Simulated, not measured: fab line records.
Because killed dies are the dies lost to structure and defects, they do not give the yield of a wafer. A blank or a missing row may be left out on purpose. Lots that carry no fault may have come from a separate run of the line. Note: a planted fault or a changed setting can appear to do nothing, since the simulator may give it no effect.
A lot that was struck, set against a sound lot :: flow n5 finfet :: 16 steps out of a route of 1938
Sound: wafers L210.3, L210.4, L210.6. Wafers struck: L205.1, L205.3, L205.6. The cause is named last.
Order at every step that has rows: each side's tool, ch and its chambers, its first start. Under that, the readings that differ: sound wafers :: struck wafers :: difference of the means :: sigmas: that difference in standard deviations of wafers without a fault.
alike: readings whose means differ by less than 2 such deviations, and words and numbers that are the same on both sides. not compared: withheld readings, readings that some wafer has no value for, bounds like >300 that may hide the same value, and numbers for which the record gives no deviation and whose values overlap.
The two part at a step that has a row with sigmas, a row that says differs or no value, or rows on one side only. Numbers that have no deviation but don't overlap get no sigmas and don't part them. A reading that every wafer of one side lacks parts them only if that side has two wafers or more.

first, 4 steps without rows for these wafers: N5_BEOL_M2_HM_STRIP_39 (strips TiN in peroxide tin strip, target depth 25 nm, time 158 s); N5_BEOL_M2_SRD_40 (time 30 s); N5_BEOL_M2_PRECLEAN_42 (cleans in residue remover, time 60 s); N5_BEOL_M2_SRD_43 (time 30 s).
N5_BEOL_M2_CD_MEAS_35: target cd 18 nm, target cd y 22.2 nm.
  sound: cd sem-03 at day 12 12:42; struck: cd sem-01 at day 11 12:32
  alike: cd nm
N5_BEOL_M2_DEGAS_44: time 60 s.
  sound: pvd sputter-02 at day 12 12:59; struck: pvd sputter-02 at day 11 12:56
  alike: heater power w
then, 1 step without rows for these wafers: N5_BEOL_M2_PRE_CLEAN_45 (time 30 s).
N5_BEOL_M2_ALD_84: deposits TaN, pulse time 2 s, purge time 3 s, co reactant purge time 2 s.
  sound on ald metal-03 ch 2,3, day 12 13:05; struck on ald metal-02 ch 1,2,3, day 11 13:02
  alike: heater power w, precursor vessel temp c
N5_BEOL_M2_SURFACE_TREAT_85:
  sound: pvd sputter-01 at day 12 13:19; struck: pvd sputter-03 at day 11 13:18
  not compared: throttle valve pct
then, 1 step without rows for these wafers: N5_BEOL_M2_CVD_47 (deposits Co from CCTBA/H2, target thk 3 nm, time 223.8 s).
N5_BEOL_M2_SPUTTER_48: material Cu, target thk 4.5 nm, time 8.29 s.
  sound: pvd sputter-01 at day 12 13:41; struck: pvd sputter-03 at day 11 13:32
  alike: chamber pressure pa, chuck gas flow sccm, throttle valve pct
N5_BEOL_M2_ANNEAL_49: time 240 s.
  sound: pvd sputter-01 at day 12 13:46; struck: pvd sputter-03 at day 11 13:37
  alike: heater power w
N5_BEOL_M2_SPUTTER_79: material Cu, target thk 4.5 nm, time 8.29 s.
  sound: pvd sputter-01 at day 12 13:54; struck: pvd sputter-03 at day 11 13:46
  no value came back on the struck wafers for chamber pressure pa (Pa), chuck gas flow sccm (sccm), throttle valve pct (%); on the sound wafers chamber pressure pa (Pa) reads 0.07003 0.07004 0.07017
then, 1 step without rows for these wafers: N5_BEOL_M2_ANNEAL_80 (time 240 s).
N5_BEOL_M4_RC_MEAS_101:
  sound on prober-01 ch 0, day 13 21:56; struck on prober-02 ch 0, day 12 18:27
reading: VT_P (mV)
sound: -254 -257 -257
struck: -247 -251 -247
difference: +8
sigmas: +2
  alike: DIBL_N, DIBL_P, IOFF_N, IOFF_P, ION_N, ION_P, SS_N, SS_P, VT_N
-- record jumps: 5 days separate the struck wafers' starts on either side; left off in module BEOL_M4, taken up again in module PASSIVATION, whose first shown step is the route's number 1936 --
N5_PASSIVATION_PROBE_49:
  sound: prober-01 at day 18 11:02; struck: prober-02 at day 17 13:18
reading: killed_at_M4_up
sound: 21 15 32
struck: 2 12 11
difference: -14
sigmas: -2
  alike: defect limited yield, killed_at_M0_to_M3, killed at contacts, killed at front end, killed at other, killed dies, killed open, killed short, sort_bin_4_leakage, sort_bin_5_function, sort_bin_6_memory, sort n pass, sort yield pct

## WHERE THEY PART
Earliest at N5_BEOL_M2_SPUTTER_79; latest, in this record, at N5_PASSIVATION_PROBE_49.

WHY: the cause the simulator had injected
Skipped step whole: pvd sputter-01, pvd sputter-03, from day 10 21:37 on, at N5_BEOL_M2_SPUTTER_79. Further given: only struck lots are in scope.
